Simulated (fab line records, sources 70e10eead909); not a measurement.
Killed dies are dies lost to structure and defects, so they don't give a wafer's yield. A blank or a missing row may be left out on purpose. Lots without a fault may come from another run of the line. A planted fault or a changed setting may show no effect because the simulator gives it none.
Chamber matching | flow nand_harc | NHARC_P_GATE_STRIP_108 on rie_diel-09: 4 sister chambers
The step strips in O2. 4 wafers are shown with their chamber, then 9 later ones without.

WAFERS WITH THEIR CHAMBER
wafer  | chamber | drypump_motor_current_A (A)
L082.2 | 2       | 5.5
L083.1 | 1       | 5.2
L083.2 | 3       | 6.6
L083.3 | 0       | 5.9

WAFERS WITHOUT THEIR CHAMBER
wafer  | drypump_motor_current_A (A)
L091.2 | 6.0
L091.4 | 5.2
L091.5 | 5.2
L093.1 | 5.9
L093.2 | 5.2
L093.4 | 6.5
L096.2 | 6.5
L096.3 | 5.2
L096.5 | 6.5

WHICH CHAMBER EACH WENT THROUGH
wafer  | from the rows above | in truth
L091.2 | 0                   | 0
L091.4 | 1                   | 1
L091.5 | 1                   | 1
L093.1 | 0                   | 0
L093.2 | 1                   | 1
L093.4 | 3                   | 3
L096.2 | 3                   | 3
L096.3 | 1                   | 1
L096.5 | 3                   | 3
Placed correctly: 9 of 9. Can't be placed from these rows: 0. Placed wrongly: 0.
How it was worked out, from the rows above alone: a wafer's distance from a chamber is the root of the sum, over the readings, of the square of ((its reading less the chamber's mean) divided by the reading's scatter). The wafer belongs to the nearest chamber; if the next one is less than 2 further off, it can't be placed. A chamber's mean is the mean of its shown wafers. The scatter: with one shown wafer a chamber, the root of the mean of the squares of how far each hidden wafer lies from its nearest shown one.
